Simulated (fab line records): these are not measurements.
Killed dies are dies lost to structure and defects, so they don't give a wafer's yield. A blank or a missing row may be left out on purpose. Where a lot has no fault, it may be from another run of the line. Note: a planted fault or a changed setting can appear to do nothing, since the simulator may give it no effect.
What tool caused it? | flow nandHarc | 24 lots (72 wafers sampled), 1 step of a 1302-step route

WHAT THE GAUGES SHOWED, per wafer
NHARC_A_SIN_REMOVE_INSPECT_04. Usual: rawDefectCount reads 387 (standard deviation 88).
lot  | measured     | on               | rawDefectCount | flag
L074 | day 20 17:19 | defectInspect-01 | 530 344 398    | 
L075 | day 20 17:19 | defectInspect-02 | 405 392 331    | 
L076 | day 21 10:15 | defectInspect-02 | 319 201 277    | 
L078 | day 21 14:07 | defectInspect-02 | 397 444 454    | 
L080 | day 22 03:31 | defectInspect-01 | 436 470 449    | 
L079 | day 22 03:31 | defectInspect-02 | 494 439 339    | 
L077 | day 22 07:30 | defectInspect-01 | 287 269 418    | 
L081 | day 23 00:35 | defectInspect-02 | 363 447 376    | 
L082 | day 23 00:35 | defectInspect-01 | 667 365 454    | 
L083 | day 23 19:56 | defectInspect-02 | 325 361 359    | 
L084 | day 24 12:31 | defectInspect-01 | 367 395 368    | 
L085 | day 24 12:33 | defectInspect-02 | 343 337 391    | 
L086 | day 25 02:09 | defectInspect-01 | 338 387 342    | 
L090 | day 26 01:25 | defectInspect-02 | 448 371 427    | 
L089 | day 26 01:26 | defectInspect-01 | 381 255 286    | 
L088 | day 26 05:21 | defectInspect-01 | 433 562 526    | 
L087 | day 26 05:22 | defectInspect-02 | 300 277 270    | 
L092 | day 28 00:49 | defectInspect-02 | 582 317 388    | 
L093 | day 28 02:37 | defectInspect-02 | 416 471 446    | 
L091 | day 28 05:35 | defectInspect-01 | 339 293 286    | 
L094 | day 28 22:01 | defectInspect-01 | 438 414 563    | 
L095 | day 29 02:14 | defectInspect-02 | 598 738 520    | 
L096 | day 29 02:14 | defectInspect-01 | 301 349 274    | 
L097 | day 29 19:38 | defectInspect-01 | 307 295 353    | 

TOOL THAT RAN EACH LOT (tool first, then ch and the chambers of the sampled wafers, then the start)
Record: no process step prior to these readings.

WHAT THE TOOLS THEMSELVES READ (means of the sampled wafers that have a number; where no wafer has one, the mark that the record gives instead)
The record holds no such reading with a usual standard deviation.

THE ANSWER, worked out from the rows above alone
Rule: take the mean of a lot's wafers that have a number; if it is more than 3 standard deviations from the usual mean, the lot is off. Also off: a lot with no number at a reading for which 4 or more lots have one. All remaining lots with rows at the step are treated as sound. Order of review: gauges by route order, followed by the tools' own readings, for which a lot's mean as printed above is used. At the first step where some lot is off, the reading lying furthest off is the one used; lots without a number count as furthest.
Nothing can be told from this: no lot is off at any reading shown.

WHAT THE SIMULATOR HAD PUT IN
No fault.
